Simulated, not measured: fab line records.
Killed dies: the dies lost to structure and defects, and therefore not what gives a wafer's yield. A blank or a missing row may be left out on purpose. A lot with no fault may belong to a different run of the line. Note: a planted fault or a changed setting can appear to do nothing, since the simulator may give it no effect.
fab line records	flow nandHarc
record: lots: 6	wafers: 18	lastDay: 34
route steps=1302 shown THIN_TSV@1287 END@1302
lots that met no fault: from a run of the same line without faults
startH: hours from the record's opening day to when the first of the lot's shown wafers began	waitH: how many hours have passed since the lot's step before this one	" identical to the entry in the row above	L1.1+2: a row that stands for several wafers	- either no value or no given start	* or withheld: withheld	< > ~ a bound
route shown NAME@n: names a module that has steps shown in the file, with the first one's number in the route	usual: average and standard deviation across the fault-free wafers	same: alike in all rows	chamber/n: place in a boat	sites: per-site readings	_std_site: the standard deviation of these	_edge_site: outer sites' mean less inner sites'	radiusMm: how far each site lies from the wafer's centre	mask NAME#n: copy n	behind: tool/chamber where the wafer was last shaped	hold: cause of the lot's hold/its duration in hours/its outcome	device: the n, p or np transistor that did not switch	end of line: tests of these same wafers at the route's end	a step given without rows: its recipe and nothing more	killed: the dies lost at the first sort to structure and to defects; this is not the yield of the wafer	map: per-die view of a wafer (x killed, . not killed, _ where there is no die)
set.NAME: the setting the step ran with; set.NAME@STEP: the setting that earlier step ran with	model.NAME: the simulator's own value behind a step, which no gauge read
lots at some steps of the route; a table a step, a row a wafer
services: a tool's chamber out of use, with start hour (startH, from the record's first day; less than 0 if before it), hours out, and reason
== steps ==
step: NHARC_THIN_TSV_EBR_29
step: NHARC_THIN_TSV_EXPOSE_30
recipe: na: 0.55	doseMj: 11.47	maskId: PAD
step: NHARC_THIN_TSV_PEB_31
recipe: pebTempC: 118	pebTimeS: 85
step: NHARC_THIN_TSV_DEVELOP_32
recipe: timeS: 70
step: NHARC_THIN_TSV_CD_MEAS_33
recipe: targetCdNm: 5000	landingEnergyEv: 500
usual: cdNm: 4999.7/1.9
lot.wafer	tool	chamber	startH	waitH	cdNm
L201.1	cdSem-02	0	607.86	-	5001.4
L201.3	"	0	"	"	5000.2
L201.4	"	0	"	"	5000.9
L202.1	cdSem-03	0	631.64	-	4997.6
L202.2	"	0	"	"	4998.5
L202.6	"	0	"	"	4997.1
L213.4	cdSem-02	0	725.42	-	5000.7
L213.5	"	0	"	"	5002.4
L213.6	"	0	"	"	4999.9
L212.3	cdSem-01	0	726.47	-	5002.4
L212.4	"	0	"	"	4999.3
L212.5	"	0	"	"	4999.3
L217.2	cdSem-03	0	772.51	-	4997.2
L217.4	"	0	"	"	4999.0
L217.5	"	0	"	"	4998.6
L219.2	cdSem-01	0	795.48	-	5001.3
L219.5	"	0	"	"	5001.2
L219.6	"	0	"	"	5001.0
step: NHARC_THIN_TSV_HARDBAKE_34
recipe: tempC: 125	timeS: 80
step: NHARC_THIN_TSV_DESCUM_35
recipe: timeS: 3	o2FlowSccm: 200	arFlowSccm: 0	biasPowerW: 0	chemistry: O2
usual: drypumpMotorCurrentA: 5.7/0.58	o2FlowSccm: 199.9/0.62	oesProductAu: 1.003/0.011	rfVppV: 57.8/0.92	showerheadPlenumPTorr: 1.92/0.061	throttleValvePct: 11.310/0.0088
same: timeS: 3
lot.wafer	tool	chamber	startH	waitH	drypumpMotorCurrentA	o2FlowSccm	oesProductAu	rfHoursCounterH	rfVppV	showerheadPlenumPTorr	throttleValvePct
L201.4	rieDiel-12	3	608.01	-	6.5	199.7	0.996	8.7	56.1	1.93	11.302
L201.3	"	0	"	"	5.1	200.3	1.009	6.9	57.8	1.97	11.309
L201.1	"	2	"	"	6.2	200.3	0.992	8.7	58.0	1.84	11.313
L202.2	rieDiel-12	1	631.81	-	6.1	200.7	1.020	0	58.6	1.89	11.320
L202.1	"	2	"	"	6.2	199.7	1.006	0	57.1	1.84	11.329
L202.6	"	0	"	"	5.1	199.4	1.022	-	59.1	1.97	11.314
L213.4	rieDiel-09	3	725.57	-	4.9	199.6	1.018	2.2	59.4	1.88	11.302
L213.6	"	3	"	"	4.9	198.8	1.012	-	56.6	1.88	11.312
L213.5	"	0	"	"	5.7	201.2	0.989	-	56.7	1.89	11.299
L212.4	rieDiel-09	3	726.62	-	4.9	200.2	1.018	2.2	57.7	1.88	11.312
L212.3	"	1	"	"	6.3	199.8	0.993	2.0	58.6	2.03	11.315
L212.5	"	0	"	"	5.7	199.2	0.995	-	58.0	1.89	11.315
L217.2	rieDiel-09	0	772.68	-	5.7	200.1	0.981	5.0	57.9	1.89	11.304
L217.4	"	2	"	"	5.3	200.0	0.990	4.7	58.7	1.99	11.300
L217.5	"	0	"	"	5.7	199.6	0.995	-	57.4	1.89	11.329
L219.2	rieDiel-09	0	795.65	-	5.7	199.8	1.003	5.8	58.1	1.89	11.309
L219.5	"	3	"	"	4.9	199.6	1.001	-	56.5	1.87	11.301
L219.6	"	0	"	"	5.7	200.0	1.000	-	59.0	1.89	11.300
step: NHARC_THIN_TSV_ETCH_59
recipe: targetDepthA: 8800	icpW: 900	biasW: 100	Cl2_flow_sccm: 60	bcl3FlowSccm: 30	timeS: 138.1	chemistry: Cl2/BCl3
usual: drypumpMotorCurrentA: 5.7/0.37	heBacksideLeakSccm: 3.24/0.12	oesProductAu: 1.003/0.0099	throttleValvePct: 22.264/0.0087
same: timeS: 138.1
lot.wafer	tool	chamber	startH	waitH	drypumpMotorCurrentA	heBacksideLeakSccm	oesProductAu	rfHoursCounterH	throttleValvePct
L201.1	rieMetal-01	0	608.14	0.1	5.7	3.19	1.003	0.3	22.266
L201.4	"	0	"	"	5.7	3.11	1.010	-	22.265
L201.3	"	1	"	"	6.0	3.28	0.999	-	22.260
L202.2	rieMetal-03	0	631.95	0.1	6.2	3.22	0.997	1.6	22.259
L202.1	"	1	"	"	5.0	3.31	1.006	1.6	22.256
L202.6	"	0	"	"	6.2	3.27	0.999	-	22.259
L213.4	rieMetal-01	0	725.81	0.2	5.7	3.32	0.999	-	22.266
L213.6	"	1	"	"	6.0	3.24	0.989	-	22.274
L213.5	"	0	"	"	5.7	3.36	1.002	-	22.263
L212.4	rieMetal-02	0	726.82	0.2	5.8	3.12	1.006	-	22.273
L212.3	"	1	"	"	5.7	3.31	0.999	-	22.264
L212.5	"	0	"	"	5.8	3.16	1.017	-	22.268
L217.2	rieMetal-01	0	772.79	0.1	5.7	3.29	1.002	0.7	22.266
L217.4	"	1	"	"	6.0	3.33	1.009	-	22.278
L217.5	"	0	"	"	5.7	3.20	0.998	-	22.258
L219.2	rieMetal-03	0	795.80	0.1	6.2	3.02	0.998	1.1	22.256
L219.6	"	1	"	"	5.0	3.76	1.007	-	22.260
L219.5	"	0	"	"	6.2	3.18	1.012	-	22.277
step: NHARC_THIN_TSV_ETCH_36
recipe: targetDepthA: 650	overEtchFrac: 0.3	timeS: 18.571	ionEnergyEv: 150	chemistry: Cl2/BCl3
usual: drypumpMotorCurrentA: 5.7/0.36	heBacksideLeakSccm: 3.3/0.31	oesProductAu: 1.003/0.0081
same: timeS: 18.571
lot.wafer	tool	chamber	startH	waitH	drypumpMotorCurrentA	heBacksideLeakSccm	oesProductAu	rfHoursCounterH
L201.1	rieMetal-01	0	608.41	0.2	5.7	3.3	1.013	0.5
L201.3	"	1	"	"	6.0	3.4	1.002	-
L201.4	"	0	"	"	5.7	3.2	1.004	-
L202.1	rieMetal-03	0	632.21	0.2	6.2	3.4	1.005	1.7
L202.2	"	1	"	"	5.0	3.3	1.000	1.7
L202.6	"	1	"	"	5.0	3.4	0.997	-
L213.4	rieMetal-01	1	725.97	0.1	6.0	3.3	0.992	-
L213.6	"	1	"	"	5.9	3.4	0.992	-
L213.5	"	0	"	"	5.7	3.4	0.999	-
L212.3	rieMetal-02	0	727.02	0.1	5.8	3.2	1.009	-
L212.4	"	1	"	"	5.7	3.3	0.995	-
L212.5	"	0	"	"	5.8	3.1	1.018	-
L217.2	rieMetal-01	0	773.06	0.2	5.7	3.3	1.001	0.8
L217.4	"	0	"	"	5.7	3.2	1.002	-
L217.5	"	0	"	"	5.7	3.3	1.006	-
L219.2	rieMetal-03	0	796.02	0.2	6.2	3.0	1.012	1.2
L219.6	"	0	"	"	6.2	3.1	1.003	-
L219.5	"	1	"	"	5.0	3.4	1.002	-
step: NHARC_THIN_TSV_STRIP_56
recipe: powerW: 1500	tempC: 250	chemistry: O2
usual: drypumpMotorCurrentA: 5.7/0.46	heaterPowerW: 374/40	rfReflPowerW: 23.0/1	tempC: 249.99/0.18
lot.wafer	tool	chamber	startH	waitH	drypumpMotorCurrentA	heaterPowerW	rfHoursCounterH	rfReflPowerW	tempC
L201.1	plasmaAsher-01	1	608.79	0.4	5.9	391	22	-	249.46
L201.3	"	0	"	"	6.1	316	-	-	249.87
L201.4	"	1	"	"	5.9	399	-	-	249.98
L202.2	plasmaAsher-02	1	632.31	0.1	4.9	426	3	-	250.15
L202.1	"	0	"	"	5.4	373	3	-	250.01
L202.6	"	1	"	"	4.9	426	-	-	250.22
L213.4	plasmaAsher-02	0	726.16	0.2	5.4	380	-	24.4	249.64
L213.6	"	0	"	"	5.4	381	-	24.6	250.01
L213.5	"	1	"	"	4.9	430	-	22.4	250.11
L212.4	plasmaAsher-01	0	727.20	0.2	6.1	323	-	21.6	249.85
L212.3	"	1	"	"	5.9	385	-	23.8	250.32
L212.5	"	0	"	"	6.1	316	-	21.9	250.01
L217.2	plasmaAsher-01	0	773.15	0.1	6.1	326	15	22.6	249.97
L217.4	"	0	"	"	6.1	315	-	21.1	249.91
L217.5	"	1	"	"	5.9	386	-	22.9	250.03
L219.2	plasmaAsher-02	0	796.12	0.1	5.4	391	1	-	249.91
L219.6	"	0	"	"	5.4	381	-	-	249.88
L219.5	"	1	"	"	4.9	426	-	-	250.13
step: NHARC_THIN_TSV_STRIP_57
recipe: timeS: 1200	tempC: 72.5	chemistry: postEtchResidueRemover
step: NHARC_THIN_TSV_CD_MEAS_37
usual: cdNm: 5001.0/2.5
lot.wafer	tool	chamber	startH	waitH	cdNm
L201.1	cdSem-02	-	609.53	-	5002.4
L201.3	"	-	"	"	5003.3
L201.4	"	-	"	"	5005.9
L202.1	cdSem-01	-	633.10	-	4996.8
L202.2	"	-	"	"	4995.0
L202.6	"	-	"	"	4998.3
L213.4	cdSem-03	-	726.87	-	5002.0
L213.5	"	-	"	"	5000.1
L213.6	"	-	"	"	4998.5
L212.3	cdSem-01	-	727.91	-	5002.3
L212.4	"	-	"	"	5001.1
L212.5	"	-	"	"	5000.2
L217.2	cdSem-03	-	773.95	-	4999.6
L217.4	"	-	"	"	5003.4
L217.5	"	-	"	"	5000.6
L219.2	cdSem-02	-	796.91	-	5003.9
L219.5	"	-	"	"	5003.8
L219.6	"	-	"	"	5005.0
step: NHARC_THIN_TSV_ANNEAL_58
recipe: tempC: 400	timeS: 1800
usual: spikeTcBottomC: 426/5.1	spikeTcCentreC: 400.6/1.4	spikeTcLowerC: 399.9/1.2	spikeTcTopC: 429/3.6	spikeTcUpperC: 398.9/1.1	zonePowerUpperPct: 4.41/0.12
same: timeS: 1800
lot.wafer	tool	chamber	startH	waitH	spikeTcBottomC	spikeTcCentreC	spikeTcLowerC	spikeTcTopC	spikeTcUpperC	zonePowerUpperPct
L201.1	furnace-04	0	611.24	1.7	420	398.5	400.4	425	397.2	4.37
L201.3	"	0	"	"	422	400.2	399.6	422	397.2	4.37
L201.4	"	0	"	"	422	397.8	398.0	426	398.4	4.37
L202.1	furnace-08	0	636.24	3.1	432	403.1	398.2	432	399.8	4.49
L202.2	"	0	"	"	432	401.9	399.3	432	400.8	4.49
L202.6	"	0	"	"	434	403.3	398.5	432	400.7	4.58
L212.3	furnace-08	0	731.49	3.6	455	425.6	420.9	454	421.4	4.95
L212.4	"	0	"	"	454	423.2	424.4	454	422.7	4.91
L212.5	"	0	"	"	454	421.5	419.7	453	423.1	4.92
L213.4	furnace-08	0	731.49	4.6	456	422.9	422.3	454	422.7	4.96
L213.5	"	0	"	"	455	425.1	421.0	454	423.7	4.93
L213.6	"	0	"	"	454	423.7	421.2	454	423.2	4.88
L217.2	furnace-02	0	774.53	0.6	422	399.2	401.4	427	398.3	4.20
L217.4	"	0	"	"	422	402.7	400.9	428	398.9	4.10
L217.5	"	0	"	"	422	399.3	400.1	428	397.5	4.26
L219.2	furnace-02	0	803.27	6.4	421	400.4	402.9	429	398.5	4.27
L219.5	"	0	"	"	420	399.6	399.8	428	399.3	4.23
L219.6	"	0	"	"	422	399.7	400.1	429	396.9	4.21
step: NHARC_THIN_TSV_INSPECT_40
usual: rawDefectCount: 546/80
lot.wafer	tool	chamber	startH	waitH	rawDefectCount
L201.1	defectInspect-02	-	612.68	0.4	454
L201.3	"	-	"	"	418
L201.4	"	-	"	"	453
L202.1	defectInspect-01	-	637.68	0.4	611
L202.2	"	-	"	"	569
L202.6	"	-	"	"	602
L212.3	defectInspect-02	-	732.96	0.4	456
L212.4	"	-	"	"	553
L212.5	"	-	"	"	662
L213.4	defectInspect-01	-	732.96	0.4	542
L213.5	"	-	"	"	515
L213.6	"	-	"	"	594
L217.2	defectInspect-01	-	775.97	0.4	507
L217.4	"	-	"	"	498
L217.5	"	-	"	"	521
L219.2	defectInspect-01	-	804.73	0.4	521
L219.5	"	-	"	"	452
L219.6	"	-	"	"	554
step: NHARC_END_SORT_01
recipe: tempC: 25
usual: defectLimitedYield: 89.9/2.7	killedAtArray: 64/18	killedAtOther: 0.8/1.1	killedAtPeriphery: 3.8/2.7	killedDies: 68/18	killedOpen: 3.3/1.9	killedShort: 2.3/1.8
same: grossDies: 677
lot.wafer	tool	chamber	startH	waitH	defectLimitedYield[%]	killedAtArray	killedAtOther	killedAtPeriphery	killedDies	killedOpen	killedShort
L201.1	prober-02	0	615.76	2.5	91.6	54	0	3	57	2	1
L201.3	prober-02	0	617.38	3.1	90.7	56	1	6	63	2	3
L201.4	prober-02	0	618.19	3.4	90.4	64	0	1	65	1	1
L202.1	prober-01	0	640.67	2.5	90.0	59	1	8	68	5	2
L202.2	prober-01	0	641.48	2.8	88.3	69	1	9	79	3	1
L202.6	prober-01	0	644.70	4.0	89.2	61	3	9	73	3	0
L212.3	prober-01	0	737.55	3.1	91.0	56	3	2	61	1	2
L212.4	prober-01	0	738.33	3.3	90.7	60	2	1	63	2	6
L212.5	prober-01	0	739.11	3.6	88.6	74	2	1	77	3	4
L217.2	prober-02	0	787.56	2.8	91.1	58	0	2	60	2	1
L217.4	prober-02	0	789.17	3.4	88.2	79	0	1	80	2	1
L217.5	prober-02	0	789.97	3.7	88.3	77	1	1	79	4	0
killed by level:class
L201.1 A_SLIT:chamberFilmFlake=24 A_STAIRCASE:chamberFilmFlake=9 A_CHANNEL_HOLE_D2:chamberFilmFlake=6 A_CHANNEL_HOLE_D1:chamberFilmFlake=4 A_CONTACT:chamberFilmFlake=4 A_WL_FILL:chamberFilmFlake=3 A_ONON_D2:geometricParticle:short=1 A_CHANNEL_FILL_D2:geometricParticle:open=1
L201.3 A_SLIT:chamberFilmFlake=30 A_CHANNEL_HOLE_D2:chamberFilmFlake=13 A_CONTACT:chamberFilmFlake=4 P_ZERO_WELL:chamberFilmFlake=3 A_STAIRCASE:chamberFilmFlake=3 P_GATE:chamberFilmFlake=2 P_GATE:geometricParticle:open=1 A_ONON_D1:geometricParticle:open=1
L201.4 A_SLIT:chamberFilmFlake=32 A_CHANNEL_HOLE_D2:chamberFilmFlake=17 A_STAIRCASE:chamberFilmFlake=5 A_CONTACT:chamberFilmFlake=4 A_CHANNEL_HOLE_D1:chamberFilmFlake=2 A_CHANNEL_FILL_D1:geometricParticle:short=1 A_CHANNEL_FILL_D1:geometricParticle:open=1 P_ZERO_WELL:chamberFilmFlake=1
L202.1 A_CHANNEL_HOLE_D1:chamberFilmFlake=32 A_CHANNEL_HOLE_D2:chamberFilmFlake=13 P_GATE:chamberFilmFlake=3 A_SLIT:chamberFilmFlake=3 A_ONON_D2:geometricParticle:open=2 P_M0:chamberFilmFlake=2 A_DECK1_JOINT:chamberFilmFlake=2 A_CONTACT:chamberFilmFlake=2
L202.2 A_CHANNEL_HOLE_D1:chamberFilmFlake=30 A_CHANNEL_HOLE_D2:chamberFilmFlake=18 P_GATE:chamberFilmFlake=6 A_STAIRCASE:chamberFilmFlake=6 A_SLIT:chamberFilmFlake=5 A_CONTACT:chamberFilmFlake=5 P_STI:chamberFilmFlake=3 A_CHANNEL_FILL_D1:geometricParticle:open=1
L202.6 A_CHANNEL_HOLE_D1:chamberFilmFlake=34 A_CHANNEL_HOLE_D2:chamberFilmFlake=13 P_GATE:chamberFilmFlake=7 A_CONTACT:chamberFilmFlake=4 A_SLIT:chamberFilmFlake=3 A_DECK1_JOINT:chamberFilmFlake=2 THIN_TSV:chamberFilmFlake=2 P_M0:geometricParticle:open=1
L212.3 A_SLIT:chamberFilmFlake=21 A_CHANNEL_HOLE_D2:chamberFilmFlake=15 A_CONTACT:chamberFilmFlake=11 A_CHANNEL_HOLE_D1:chamberFilmFlake=4 THIN_TSV:chamberFilmFlake=3 P_M0:geometricParticle:short=2 A_STAIRCASE:chamberFilmFlake=2 A_CHANNEL_FILL_D2:geometricParticle:open=1
L212.4 A_SLIT:chamberFilmFlake=27 A_CHANNEL_HOLE_D2:chamberFilmFlake=12 A_CONTACT:chamberFilmFlake=10 A_CHANNEL_HOLE_D1:chamberFilmFlake=2 P_M1:geometricParticle:short=1 A_ONON_D1:geometricParticle:short=1 A_CHANNEL_HOLE_D1:geometricParticle:short=1 A_CHANNEL_FILL_D1:geometricParticle:short=1
L212.5 A_SLIT:chamberFilmFlake=32 A_CHANNEL_HOLE_D2:chamberFilmFlake=24 A_CONTACT:chamberFilmFlake=6 A_CHANNEL_HOLE_D1:chamberFilmFlake=5 A_M0:geometricParticle:open=2 THIN_TSV:chamberFilmFlake=2 P_M0:geometricParticle:short=1 A_SOURCE_PLATE:geometricParticle:short=1
L217.2 A_CHANNEL_HOLE_D2:chamberFilmFlake=23 A_SLIT:chamberFilmFlake=17 A_CONTACT:chamberFilmFlake=7 A_CHANNEL_HOLE_D1:chamberFilmFlake=6 A_SGD_CUT:chamberFilmFlake=2 P_CONTACT:geometricParticle:short=1 A_CHANNEL_FILL_D2:geometricParticle:open=1 A_BLC:geometricParticle:open=1
L217.4 A_CHANNEL_HOLE_D2:chamberFilmFlake=29 A_SLIT:chamberFilmFlake=23 A_CHANNEL_HOLE_D1:chamberFilmFlake=12 A_CONTACT:chamberFilmFlake=10 A_STAIRCASE:chamberFilmFlake=2 A_CHANNEL_HOLE_D1:geometricParticle:open=1 A_CHANNEL_HOLE_D2:geometricParticle:open=1 A_M0:geometricParticle:short=1
L217.5 A_SLIT:chamberFilmFlake=30 A_CHANNEL_HOLE_D2:chamberFilmFlake=27 A_CHANNEL_HOLE_D1:chamberFilmFlake=10 A_CONTACT:chamberFilmFlake=3 A_STAIRCASE:chamberFilmFlake=2 A_ONON_D1:geometricParticle:open=1 A_CHANNEL_FILL_D1:geometricParticle:open=1 A_DECK1_JOINT:geometricParticle:open=1
== services ==
tool	chamber	startH	hours	kind
plasmaAsher-01	-	592.51	1.7	repair
plasmaAsher-02	-	603.25	9.0	pm
rieDiel-09	0	604.11	-	clean
rieDiel-12	-	622.40	9.0	pm
rieDiel-09	-	625.80	0.3	repair
rieMetal-02	-	631.00	9.0	pm
rieMetal-03	1	642.96	4.0	repair
rieMetal-01	1	656.57	35.0	repair
rieDiel-09	3	657.87	2.5	repair
rieDiel-09	-	674.10	9.0	pm
rieMetal-03	-	688.71	0.2	repair
rieMetal-03	-	696.00	9.0	pm
plasmaAsher-01	-	696.39	9.0	pm
rieDiel-12	2	706.26	2.7	repair
furnace-08	-	719.08	3.8	repair
furnace-04	-	739.56	38.7	repair
rieMetal-01	-	752.00	9.0	pm
rieMetal-01	0	752.00	9.0	ventCycle
rieMetal-01	1	752.00	11.8	ventCycle
rieMetal-01	0	761.00	-	clean
furnace-04	-	778.27	26.0	pm
plasmaAsher-02	-	780.25	9.0	pm
plasmaAsher-01	-	799.36	2.0	repair
rieDiel-12	-	799.40	9.0	pm
== key ==
firstSign: step: NHARC_THIN_TSV_ANNEAL_58	reading: spikeTcUpperC	direction: up	sigmas: 22	usual: 398.9	struck: 422.8
effect: step: NHARC_THIN_TSV_ANNEAL_58	reading: spikeTcLowerC	direction: up	sigmas: 18	usual: 399.9	struck: 421.6
metAt NHARC_THIN_TSV_ANNEAL_58
struckWafers L212.3,L212.4,L212.5,L213.4,L213.5,L213.6
onsetBetween 636.24 731.49
fault: kind: processParameterDrift	tool: furnace-08	chamber: -	onsetH: 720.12	steps: NHARC_THIN_TSV_ANNEAL_58	channel: tempC	offset: *	shape: step	endH: 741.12	actsIn: *	stated: *
